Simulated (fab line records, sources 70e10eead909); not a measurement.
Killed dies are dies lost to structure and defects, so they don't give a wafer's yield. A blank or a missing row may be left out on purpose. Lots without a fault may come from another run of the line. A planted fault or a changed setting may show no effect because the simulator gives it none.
A struck lot beside a sound one | flow nand_harc | 15 steps out of a route of 1159
Sound: wafers L904.1, L904.2, L904.4. Struck: wafer L912.6. (L912.1, L912.5 of the same lot were not struck and are left out.) The cause comes at the end.
At each step with rows: each side's tool, then ch and its chambers, then its first start. Under that, the readings that differ: sound wafers | struck wafers | difference of the means | sigmas: that difference in standard deviations of wafers without a fault.
alike: readings whose means differ by less than 2 such deviations, and words and numbers that are the same on both sides. not compared: withheld readings, readings that some wafer has no value for, bounds like >300 that may hide the same value, and numbers for which the record gives no deviation and whose values overlap.
The two part at a step that has a row with sigmas, a row that says differs or no value, or rows on one side only. Numbers that don't overlap but have no deviation are shown without sigmas and don't part them. A reading that every wafer of one side lacks parts them only if that side has two wafers or more.

first, 7 steps without rows for these wafers: NHARC_P_M0_COAT_33 (time 65 s); NHARC_P_M0_COAT_03 (resist thk 90 nm); NHARC_P_M0_SOFTBAKE_04 (time 55 s); NHARC_P_M0_EBR_05; NHARC_P_M0_EXPOSE_06 (exposes mask P M0, target cd 90 nm); NHARC_P_M0_PEB_07 (peb time 65 s); NHARC_P_M0_DEVELOP_08 (develop time 35 s).
NHARC_P_M0_CD_MEAS_09: target cd 90 nm.
  sound on cd_sem-01 ch 0, day 5 11:41; struck on cd_sem-03 ch 0, day 8 03:26
  alike: cd_nm
NHARC_P_M0_OVL_MEAS_10: pitch 180 nm.
  sound on overlay-01, day 5 11:47; struck on overlay-01, day 8 03:31
  alike: overlay_x_nm, overlay_y_nm
NHARC_P_M0_INSPECT_11:
  sound on defect_inspect-01, day 5 11:50; struck on defect_inspect-02, day 8 03:33
  alike: raw_defect_count
NHARC_P_M0_DESCUM_14: chemistry O2, time 3 s.
  sound on rie_diel-08 ch 1,2,3, day 5 11:53; struck on rie_diel-02 ch 1, day 8 03:37
  alike: drypump_motor_current_A, oes_product_au, rf_vpp_V, showerhead_plenum_p_Torr, throttle_valve_pct
  not compared: rf_hours_counter_h
NHARC_P_M0_ETCH_34: etches the open film in N2/H2, target depth 40 nm, overetch 12 nm, time 43.94 s.
  sound on rie_diel-08 ch 1,2,3, day 5 11:59; struck on rie_diel-02 ch 0, day 8 03:43
  reading             | sound             | struck | difference | sigmas
  n2_flow_sccm (sccm) | 149.6 151.1 150.1 | 149.1  | -1.2       | -3
  alike: drypump_motor_current_A, oes_product_au, rf_vpp_V, run_length_s, showerhead_plenum_p_Torr, throttle_valve_pct
  not compared: rf_hours_counter_h
NHARC_P_M0_ETCH_15: etches the open film in C4F8/Ar, target depth 150 nm, overetch 15 nm, time 82.5 s.
  sound on rie_diel-08 ch 0,1,2, day 5 12:04; struck on rie_diel-02 ch 3, day 8 03:47
  reading               | sound             | struck | difference | sigmas
  oes_product_au (a.u.) | 0.942 0.921 0.935 | 0.976  | +0.043     | +2
  run_length_s (s)      | 104.6 103.7 104.3 | 60.6   | -43.6      | -73
  alike: rf_vpp_V
  not compared: rf_hours_counter_h
NHARC_P_M0_CD_MEAS_16:
  sound on cd_sem-02, day 5 12:12; struck on cd_sem-02, day 8 03:55
  alike: cd_nm
-- the record jumps here: 14 days lie between the struck wafers' starts before and after (it left off in module P_M0 and takes up again in module END, whose first step shown is number 1159 of the route) --
NHARC_END_SORT_01:
  the record has rows for the struck wafers here (prober-02 ch 0, day 22 10:26) and none for the sound ones

WHERE THEY PART
First at NHARC_P_M0_ETCH_34; last, within this record, at NHARC_END_SORT_01.

WHY: what the simulator had put in
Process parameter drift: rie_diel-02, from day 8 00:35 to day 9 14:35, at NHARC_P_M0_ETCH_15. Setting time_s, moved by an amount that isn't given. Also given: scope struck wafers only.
